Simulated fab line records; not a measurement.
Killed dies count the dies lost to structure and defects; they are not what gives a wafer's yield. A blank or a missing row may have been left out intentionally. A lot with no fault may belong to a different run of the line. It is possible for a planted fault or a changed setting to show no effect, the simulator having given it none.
One fault seen from 2 desks / flow n5 finfet / what lay behind the numbers comes last; until then each desk has only its own

FOR THE TOOL OWNER'S DESK: pecvd-02
The tool's own readings at N5_BEOL_M11_PECVD_70 (deposits SiO2 from TEOS/O2, target thk 20 nm, time 22.7 s): means of the sampled wafers that have a number, for each lot that ran on this tool. Any lot whose mean is over 4 standard deviations away from the usual mean is out of limits and marked OUT; that distance is given in the brackets.
Columns: A = heater power w at N5_BEOL_M11_PECVD_70, usual 685 W; B = showerhead plenum p Torr at N5_BEOL_M11_PECVD_70, usual 8.79 Torr; C = throttle valve pct at N5_BEOL_M11_PECVD_70, usual 23.0 %
lot=L132; first seen here=day 10 09:55; A=692; B=8.70; C=22.3
lot=L133; first seen here=day 11 11:24; A=650; B=8.83; C=23.0
lot=L138; first seen here=day 12 14:01; A=668; B=8.78; C=22.8
lot=L140; first seen here=day 12 21:17; A=637; B=8.79; C=23.4
lot=L141; first seen here=day 13 00:38; A=646; B=8.77; C=23.0
lot=L143; first seen here=day 13 13:04; A=714; B=8.68; C=22.1
lot=L146; first seen here=day 13 22:02; A=689; B=8.83; C=23.2
This desk's verdict: no lot among the 7 shows anything out of limits.

AT THE METROLOGY DESK
Lot by lot, what the gauges showed, no matter which tool ran the lot: averages of those sampled wafers that carry a number. Any lot whose mean is over 4 standard deviations away from the usual mean is out of limits and marked OUT; that distance is given in the brackets.
Columns: A = M12_ILD_THK at N5_BEOL_M12_THK_MEAS_01, usual 658 nm
lot=L132; first seen here=day 10 17:01; A=654
lot=L130; first seen here=day 11 03:27; A=655
lot=L133; first seen here=day 11 18:53; A=649
lot=L134; first seen here=day 11 21:18; A=658
lot=L138; first seen here=day 12 21:08; A=656
lot=L140; first seen here=day 13 03:16; A=658
lot=L141; first seen here=day 13 08:46; A=666
lot=L142; first seen here=day 13 13:07; A=661
lot=L143; first seen here=day 13 21:23; A=654
lot=L146; first seen here=day 14 04:30; A=652
lot=L152; first seen here=day 16 01:49; A=652
This desk's verdict: no lot among the 11 shows anything out of limits.

ALL TOGETHER
The desk of the tool owner found nothing out of limits.
Metrology desk: nothing out of limits seen.

WHAT WAS PUT IN BY THE SIMULATOR
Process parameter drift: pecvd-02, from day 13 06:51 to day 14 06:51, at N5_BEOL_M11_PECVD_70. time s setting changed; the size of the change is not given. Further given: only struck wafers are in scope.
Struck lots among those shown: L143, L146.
